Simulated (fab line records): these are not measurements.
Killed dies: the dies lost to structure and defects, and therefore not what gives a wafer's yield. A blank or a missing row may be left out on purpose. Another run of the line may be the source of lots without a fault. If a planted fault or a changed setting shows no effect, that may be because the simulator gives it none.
fab line records | flow n5Finfet
record lots=7 | wafers=39
route steps=1938 shown FIN_CUT@173 DUMMY_GATE@243 HKMG_FIN@435 MOL_CONTACT_COAG@541
startH: hours from the record's opening day to when the first of the lot's shown wafers began | waitH: how many hours have passed since the lot's step before this one | " unchanged from the row above | L1.1+2: one row covering several wafers at once | - either no value or no given start | * or withheld: withheld | < > ~ a bound
route shown NAME@n: a module of which the file shows steps, and the number in the route of the first | usual: average and standard deviation across the fault-free wafers | same: alike in all rows | chamber/n: place in a boat | sites: each site's reading | _std_site: standard deviation of those values | _edge_site: mean of outer sites minus mean of inner sites | radiusMm: how far each site lies from the wafer's centre | mask NAME#n: copy n | behind: the last tool/chamber to shape the wafer | hold: reason for holding the lot/hours on hold/outcome of the hold | device: whichever transistor did not switch (one of n, p or np) | end of line: tests run on the same wafers once the route is complete | step lacking rows: just its recipe | killed: at the first sort, the dies lost to defects and structure; wafer yield is something else | map: a wafer's dies, x killed, . not, _ none there
set.NAME: the run value of the setting; set.NAME@STEP: its run value at that earlier step | model.NAME: the simulator's own value behind a step, which no gauge read
lots run with intentionally changed settings; tables by step, rows by wafer
## steps
# step N5_FIN_CUT_CUT_ETCH_26
# recipe chemistry=CH3F/O2 | target=SiNx | targetDepthA=390 | maskMaterial=SOC | timeS=55.7 | pressureMtorr=30 | sourceW=395 | biasW=73 | Ar_flow_sccm=150 | CH3F_flow_sccm=30 | O2_flow_sccm=20 | ionEnergyEv=120
lot.wafer | tool       | chamber | startH | waitH | set.timeS | model.etch.depthNm | model.SOC_of_FIN_CUT_COAT_18.thkNm
L075.2    | rieDiel-03 | 2       | 33.88  | 0.0   | 55.7      | 39.96              | 211.8
L075.3    | "          | 3       | "      | "     | 55.7      | 38.6               | 212
L075.5    | "          | 3       | "      | "     | 55.7      | 39.07              | 211.6
L077.1    | rieDiel-02 | 3       | 45.22  | 0.0   | 55.7      | 38.97              | 210.8
L077.2    | "          | 2       | "      | "     | 55.7      | 40.42              | 211.2
L077.3    | "          | 0       | "      | "     | 55.7      | 40.94              | 210.4
L077.4    | "          | 0       | "      | "     | 67.22     | 49.35              | 206.4
L077.5    | "          | 2       | "      | "     | 67.22     | 48.76              | 207
L077.6    | "          | 3       | "      | "     | 67.22     | 46.64              | 207
L080.1    | rieDiel-02 | 0       | 63.69  | 0.0   | 55.7      | 40.52              | 210.2
L080.2    | "          | 2       | "      | "     | 66.52     | 47.6               | 208
L080.3    | "          | 1       | "      | "     | 55.7      | 38.57              | 211.8
L080.4    | "          | 3       | "      | "     | 66.52     | 46.45              | 208.6
L080.5    | "          | 3       | "      | "     | 55.7      | 38.68              | 211.4
L080.6    | "          | 2       | "      | "     | 66.52     | 47.75              | 207.2
L085.1    | rieDiel-02 | 1       | 93.29  | 0.0   | 55.7      | 39.33              | 212.4
L085.2    | "          | 0       | "      | "     | 55.7      | 39.84              | 212.6
L085.3    | "          | 3       | "      | "     | 55.7      | 39.12              | 212.6
L085.4    | "          | 2       | "      | "     | 64.42     | 46.24              | 209.2
L085.5    | "          | 3       | "      | "     | 64.42     | 45.16              | 209.4
L085.6    | "          | 0       | "      | "     | 64.42     | 46.3               | 208
L090.1    | rieDiel-01 | 0       | 123.17 | 0.0   | 55.7      | 37.31              | 212.6
L090.2    | "          | 1       | "      | "     | 55.7      | 37.64              | 212.4
L090.3    | "          | 2       | "      | "     | 55.7      | 38.4               | 212
L090.4    | "          | 3       | "      | "     | 55.7      | 37.58              | 212.4
L090.5    | "          | 0       | "      | "     | 55.7      | 37.54              | 213
L090.6    | "          | 1       | "      | "     | 55.7      | 37.94              | 213.2
L096.1    | rieDiel-02 | 1       | 158.98 | 0.0   | 55.7      | 38.04              | 211.6
L096.2    | "          | 2       | "      | "     | 48.28     | 34.38              | 213.6
L096.3    | "          | 3       | "      | "     | 48.28     | 33.61              | 214.8
L096.4    | "          | 0       | "      | "     | 48.28     | 34.29              | 213.6
L096.5    | "          | 3       | "      | "     | 55.7      | 38.52              | 211.4
L096.6    | "          | 0       | "      | "     | 55.7      | 39.54              | 210.4
L097.1    | rieDiel-03 | 1       | 167.05 | 0.0   | 60        | 41.51              | 209.8
L097.2    | "          | 0       | "      | "     | 60        | 40.74              | 210.4
L097.3    | "          | 2       | "      | "     | 55.7      | 38.82              | 211.4
L097.4    | "          | 2       | "      | "     | 55.7      | 39.27              | 211.2
L097.5    | "          | 1       | "      | "     | 60        | 41.37              | 209.4
L097.6    | "          | 0       | "      | "     | 55.7      | 37.78              | 211.4
# step N5_DUMMY_GATE_ETCH_31
# recipe chemistry=C4F6/O2 | target=SiO2 | maskMaterial=SOC | targetDepthA=825 | timeS=27.5 | ionEnergyEv=250 | pressureMtorr=30 | sourceW=345 | biasW=185 | Ar_flow_sccm=300 | C4F6_flow_sccm=10 | O2_flow_sccm=10
lot.wafer | tool       | chamber | startH | waitH | set.targetDepthA | model.etch.depthNm
L075.2    | rieDiel-03 | 1       | 55.22  | 0.1   | 825              | 79.45
L075.3    | "          | 3       | "      | "     | 825              | 80.33
L075.5    | "          | 1       | "      | "     | 825              | 79.84
L077.1    | rieDiel-03 | 3       | 63.97  | 0.0   | 825              | 81.4
L077.2+6  | "          | 0,3     | "      | "     | 825              | 81.5
L077.3    | "          | 1       | "      | "     | 825              | 79.83
L077.4    | "          | 2       | "      | "     | 825              | 85.29
L077.5    | "          | 0       | "      | "     | 825              | 81.14
L080.1    | rieDiel-01 | 2       | 81.92  | 0.0   | 888.9            | 88.7
L080.2    | "          | 3       | "      | "     | 825              | 80.11
L080.3    | "          | 0       | "      | "     | 888.9            | 86.35
L080.4    | "          | 3       | "      | "     | 825              | 80.28
L080.5    | "          | 2       | "      | "     | 825              | 81.58
L080.6    | "          | 0       | "      | "     | 888.9            | 85.3
L085.1    | rieDiel-03 | 1       | 111.60 | 0.0   | 825              | 79.73
L085.2    | "          | 3       | "      | "     | 797.9            | 78.27
L085.3    | "          | 0       | "      | "     | 825              | 79.75
L085.4    | "          | 2       | "      | "     | 797.9            | 80.19
L085.5    | "          | 2       | "      | "     | 825              | 82.86
L085.6    | "          | 3       | "      | "     | 797.9            | 78.96
L090.1    | rieDiel-01 | 2       | 141.95 | 0.0   | 883              | 88.08
L090.2    | "          | 3       | "      | "     | 825              | 79.3
L090.3    | "          | 0       | "      | "     | 825              | 78.79
L090.4    | "          | 1       | "      | "     | 883              | 85.35
L090.5    | "          | 2       | "      | "     | 825              | 81.6
L090.6    | "          | 3       | "      | "     | 883              | 84.28
L096.1    | rieDiel-01 | 3       | 182.27 | 0.1   | 725.2            | 68.91
L096.2    | "          | 2       | "      | "     | 825              | 81.38
L096.3    | "          | 1       | "      | "     | 725.2            | 70.99
L096.4    | "          | 0       | "      | "     | 825              | 82.98
L096.5    | "          | 1       | "      | "     | 725.2            | 70.81
L096.6    | "          | 0       | "      | "     | 825              | 82.7
L097.1    | rieDiel-02 | 1       | 185.96 | 0.1   | 749.4            | 73.65
L097.2    | "          | 0       | "      | "     | 749.4            | 75.72
L097.3    | "          | 2       | "      | "     | 749.4            | 76.19
L097.4    | "          | 3       | "      | "     | 825              | 82.12
L097.5    | "          | 2       | "      | "     | 825              | 83.79
L097.6    | "          | 1       | "      | "     | 825              | 81.19
# step N5_HKMG_FIN_ETCH_32
# recipe chemistry=N2/H2 | target=SOC | targetDepthA=2400 | tempC=40 | timeS=300 | ionEnergyEv=200 | maskMaterial=SiARC | pressureMtorr=30 | sourceW=840 | biasW=150 | n2FlowSccm=200 | h2FlowSccm=200
lot.wafer | tool       | chamber | startH | waitH | set.targetDepthA | model.etch.depthNm | model.HKMG_FIN.featureDepthNm
L075.2    | rieDiel-05 | 3       | 85.82  | 0.0   | 2400             | 241                | 241
L075.3    | "          | 0       | "      | "     | 2400             | 226.1              | 226.2
L075.5    | "          | 2       | "      | "     | 2400             | 244.9              | 244.8
L077.1    | rieDiel-06 | 0       | 93.38  | 0.0   | 2311             | 219.9              | 219.8
L077.2    | "          | 1       | "      | "     | 2311             | 241.2              | 241.2
L077.3    | "          | 2       | "      | "     | 2400             | 241.7              | 241.8
L077.4    | "          | 3       | "      | "     | 2400             | 241.2              | 241.2
L077.5    | "          | 3       | "      | "     | 2311             | 232.3              | 232.4
L077.6    | "          | 2       | "      | "     | 2400             | 242.2              | 242.2
L080.1    | rieDiel-06 | 1       | 112.21 | 0.0   | 2641             | 270.3              | 270.2
L080.2    | "          | 0       | "      | "     | 2641             | 249.6              | 249.6
L080.3    | "          | 2       | "      | "     | 2400             | 236.1              | 236.2
L080.4    | "          | 0       | "      | "     | 2400             | 228                | 228
L080.5    | "          | 2       | "      | "     | 2400             | 239.1              | 239
L080.6    | "          | 1       | "      | "     | 2641             | 269.5              | 269.4
L085.1    | rieDiel-06 | 0       | 138.97 | 0.0   | 2171             | 206.8              | 206.8
L085.2    | "          | 1       | "      | "     | 2171             | 224.8              | 224.8
L085.3    | "          | 3       | "      | "     | 2400             | 241.3              | 241.2
L085.4    | "          | 1       | "      | "     | 2400             | 248.4              | 248.4
L085.5    | "          | 0       | "      | "     | 2171             | 208.4              | 208.4
L085.6    | "          | 3       | "      | "     | 2400             | 240.8              | 240.8
L090.1    | rieDiel-06 | 0       | 170.77 | 0.0   | 2400             | 232.4              | 232.4
L090.2    | "          | 2       | "      | "     | 2400             | 244.2              | 244.2
L090.3    | "          | 3       | "      | "     | 2400             | 242.6              | 242.6
L090.4    | "          | 0       | "      | "     | 2400             | 232                | 232
L090.5    | "          | 2       | "      | "     | 2400             | 241.7              | 241.6
L090.6    | "          | 3       | "      | "     | 2400             | 242.5              | 242.4
L096.1    | rieDiel-04 | 2       | 211.64 | 0.0   | 2400             | 239.9              | 239.8
L096.2    | "          | 3       | "      | "     | 2237             | 228.6              | 228.6
L096.3    | "          | 1       | "      | "     | 2237             | 220.7              | 220.8
L096.4    | "          | 0       | "      | "     | 2400             | 252.7              | 252.6
L096.5    | "          | 1       | "      | "     | 2400             | 236.6              | 236.6
L096.6    | "          | 2       | "      | "     | 2237             | 223.2              | 223.2
L097.1    | rieDiel-06 | 0       | 215.38 | 0.0   | 2119             | 201.8              | 201.8
L097.2    | "          | 2       | "      | "     | 2119             | 212.2              | 212.2
L097.3    | "          | 1       | "      | "     | 2400             | 254.1              | 254
L097.4    | "          | 3       | "      | "     | 2119             | 211.2              | 211.2
L097.5    | "          | 1       | "      | "     | 2400             | 253.1              | 253.2
L097.6    | "          | 2       | "      | "     | 2400             | 238.7              | 238.8
# step N5_MOL_CONTACT_COAG_IMPLANT_129
# recipe species=Ge | energyKev=3 | doseCm2=6e+14 | tiltDeg=0 | rotationDeg=0
lot.wafer        | tool         | chamber | startH | waitH | set.energyKev | model.implant.rpNm | model.implant.drpNm
L075.2+3+5       | implanter-02 | 0       | 99.34  | 0.1   | 3             | 6.087              | 2.134
L077.1+3+6       | implanter-02 | 0       | 105.74 | 0.0   | 3.62          | 6.467              | 2.398
L077.2+4+5       | "            | 0       | "      | "     | 3             | 5.819              | 2.134
L080.1+2+3+4+5+6 | implanter-01 | 0       | 124.95 | 0.0   | 3             | 6.246              | 2.134
L085.1+3+4       | implanter-02 | 0       | 151.70 | 0.0   | 3.768         | 6.941              | 2.459
L085.2+5+6       | "            | 0       | "      | "     | 3             | 6.104              | 2.134
L090.1+2+3+4+5+6 | implanter-02 | 0       | 183.63 | 0.0   | 3             | 6.012              | 2.134
L096.1+2+3       | implanter-02 | 0       | 225.03 | 0.3   | 3             | 6.091              | 2.134
L096.4+5+6       | "            | 0       | "      | "     | 2.679         | 5.721              | 1.99
L097.1+5+6       | implanter-02 | 0       | 227.64 | 0.0   | 3.505         | 6.705              | 2.35
L097.2+3+4       | "            | 0       | "      | "     | 3             | 6.144              | 2.134
## key
split step=N5_FIN_CUT_CUT_ETCH_26 | setting=timeS | stated=55.7 | by=wafer
response step=N5_FIN_CUT_CUT_ETCH_26 | reading=model.etch.depthNm | change=+0.394 | per=1% | r=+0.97
response step=N5_FIN_CUT_CUT_ETCH_26 | reading=model.SOC_of_FIN_CUT_COAT_18.thkNm | change=-0.196 | per=1% | r=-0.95
split step=N5_DUMMY_GATE_ETCH_31 | setting=targetDepthA | stated=825 | by=wafer
response step=N5_DUMMY_GATE_ETCH_31 | reading=model.etch.depthNm | change=+0.877 | per=1% | r=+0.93
split step=N5_HKMG_FIN_ETCH_32 | setting=targetDepthA | stated=2400 | by=wafer
response step=N5_HKMG_FIN_ETCH_32 | reading=model.etch.depthNm | change=+3.12 | per=1% | r=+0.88
response step=N5_HKMG_FIN_ETCH_32 | reading=model.HKMG_FIN.featureDepthNm | change=+3.12 | per=1% | r=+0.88
split step=N5_MOL_CONTACT_COAG_IMPLANT_129 | setting=energyKev | stated=3 | by=wafer
response step=N5_MOL_CONTACT_COAG_IMPLANT_129 | reading=model.implant.rpNm | change=+0.0326 | per=1% | r=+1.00
response step=N5_MOL_CONTACT_COAG_IMPLANT_129 | reading=model.implant.drpNm | change=+0.0128 | per=1% | r=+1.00
